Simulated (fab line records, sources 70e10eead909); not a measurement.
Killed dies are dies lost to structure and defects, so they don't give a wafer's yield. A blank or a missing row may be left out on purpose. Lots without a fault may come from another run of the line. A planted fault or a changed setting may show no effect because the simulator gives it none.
Problem report in the 8D (eight disciplines) form, filled by code | flow nand_harc | the parts of the form that need people (team, actions taken, sign-off) are left out

1. THE PROBLEM
heater_power_total_W at NHARC_A_BLC_SOFTBAKE_05 reads a mean of 163.62 W on 9 wafers of 3 lots; wafers without a fault read 188.46 W with a standard deviation of 0.15. That is -99 or more standard deviations from the usual mean.
The step: time 55 s.
First seen on wafer L429.1, day 20 03:00, on litho_track-01. The record holds 21 wafers of 7 lots with a number at this step. Rule for "out", or "out of limits": more than 4 standard deviations from the usual mean. The other wafers with a number count as sound.

2. WHAT IT IS AND WHAT IT IS NOT
question                    | is                     | is not
which readings at this step | heater_power_total_W   | -
which lots                  | L427, L428, L429       | L418, L422, L437, L438
which wafers of those lots  | all that have a number | -
read on which tools         | litho_track-01         | litho_track-06
when                        | from day 20 03:00      | up to then (6 sound wafers); but 6 sound wafers of L437, L438 came after

3. SUSPECTS, AND WHAT RULES EACH OUT
Counting: a tool at a process step up to the reading stays a suspect if it ran every lot that is out and no sound lot after the first of them.
- cvd_w-01 at NHARC_A_CONTACT_CVD_19 (deposits W, target thk 300 nm, time 802 s): ruled out as a lasting fault. Sound lots L437 ran on it after its first lot that is out, L429 (day 20 02:58). NHARC_A_CONTACT_CVD_19 gives no start for some lots, so the hours and the order of its lots are those of NHARC_A_CONTACT_CMP_20.
- litho_track-01 at NHARC_A_BLC_SOFTBAKE_05 (time 55 s): kept. It ran every lot that is out, first L429 (day 20 03:00), and no sound lot after that; its last sound lot up to then is L422 (day 18 17:00). Its own readings are out on those wafers: heater_power_total_W.
Left after counting: litho_track-01 at NHARC_A_BLC_SOFTBAKE_05.

4. THE CAUSE (what the simulator had put in)
Process parameter drift: litho_track-01, from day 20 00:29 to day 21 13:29, at NHARC_A_BLC_SOFTBAKE_05. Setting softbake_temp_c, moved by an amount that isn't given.
Counting left only this tool.

5. THE CHAIN OF EFFECTS, in route order
Each row: a reading whose mean over the struck wafers that have a number lies more than 3 standard deviations from the usual. Only readings for which the record gives a usual standard deviation are gone through. hours: the time from each lot's start at the first step in this table that gives one to its start at this step, as a median over the lots. sigmas: the change in usual standard deviations.
hours | step                    | reading              | usual    | on struck wafers | change | sigmas
0     | NHARC_A_BLC_SOFTBAKE_05 | heater_power_total_W | 188.46 W | 163.62           | -24.84 | -99 or more
The process steps in it:
- NHARC_A_BLC_SOFTBAKE_05: time 55 s.
Later measuring or inspecting steps at which every struck wafer that the step has a row for has a number for every such reading, and none has moved that far: NHARC_A_BLC_CD_MEAS_10, NHARC_A_BLC_OVL_MEAS_11, NHARC_A_BLC_INSPECT_12, NHARC_END_SORT_01.

6. WHAT WOULD HAVE CAUGHT IT SOONER
In this record the first reading out of limits was taken at day 20 03:00, 3 hours after the fault began at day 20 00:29.
